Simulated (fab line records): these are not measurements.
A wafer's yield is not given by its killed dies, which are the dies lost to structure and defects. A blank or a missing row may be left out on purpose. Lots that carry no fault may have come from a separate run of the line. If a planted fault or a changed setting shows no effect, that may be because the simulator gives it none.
Chamber matching :: flow nand_harc :: rie_diel-04 running NHARC_A_STAIRCASE_DESCUM_219: 4 sister chambers
The step chemistry O2, time 3 s. 4 wafers are shown with their chamber, then 7 later ones without.

== EACH WAFER AND ITS CHAMBER ==
wafer: L085.1
chamber: 0
drypump_motor_current_A (A): 5.73

wafer: L089.5
chamber: 2
drypump_motor_current_A (A): 5.61

wafer: L090.1
chamber: 3
drypump_motor_current_A (A): 5.96

wafer: L090.4
chamber: 1
drypump_motor_current_A (A): 5.47

== WAFERS WITHOUT THEIR CHAMBER ==
wafer: L090.5
drypump_motor_current_A (A): 5.63

wafer: L093.1
drypump_motor_current_A (A): 5.62

wafer: L093.3
drypump_motor_current_A (A): 5.51

wafer: L093.5
drypump_motor_current_A (A): 6.00

wafer: L096.2
drypump_motor_current_A (A): 5.61

wafer: L096.4
drypump_motor_current_A (A): 5.71

wafer: L096.5
drypump_motor_current_A (A): 5.52

== WHICH CHAMBER EACH WENT THROUGH ==
wafer: L090.5
from the rows above: 2
in truth: 2

wafer: L093.1
from the rows above: 2
in truth: 2

wafer: L093.3
from the rows above: can't be placed: 1 or 2
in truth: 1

wafer: L093.5
from the rows above: 3
in truth: 3

wafer: L096.2
from the rows above: 2
in truth: 2

wafer: L096.4
from the rows above: 0
in truth: 0

wafer: L096.5
from the rows above: can't be placed: 1 or 2
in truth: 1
5 of 7 placed correctly. These rows do not allow placing 2 (true chamber among the candidates in 2). Number placed wrongly: 0.
How it was worked out, from the rows above alone: a wafer's distance from a chamber is the root of the sum, over the readings, of the square of ((its reading less the chamber's mean) divided by the reading's scatter). The wafer belongs to the nearest chamber; if the next one is less than 2 further off, it can't be placed. For every chamber, the mean is computed from those of its wafers that are shown. The scatter: with one shown wafer a chamber, the root of the mean of the squares of how far each hidden wafer lies from its nearest shown one.
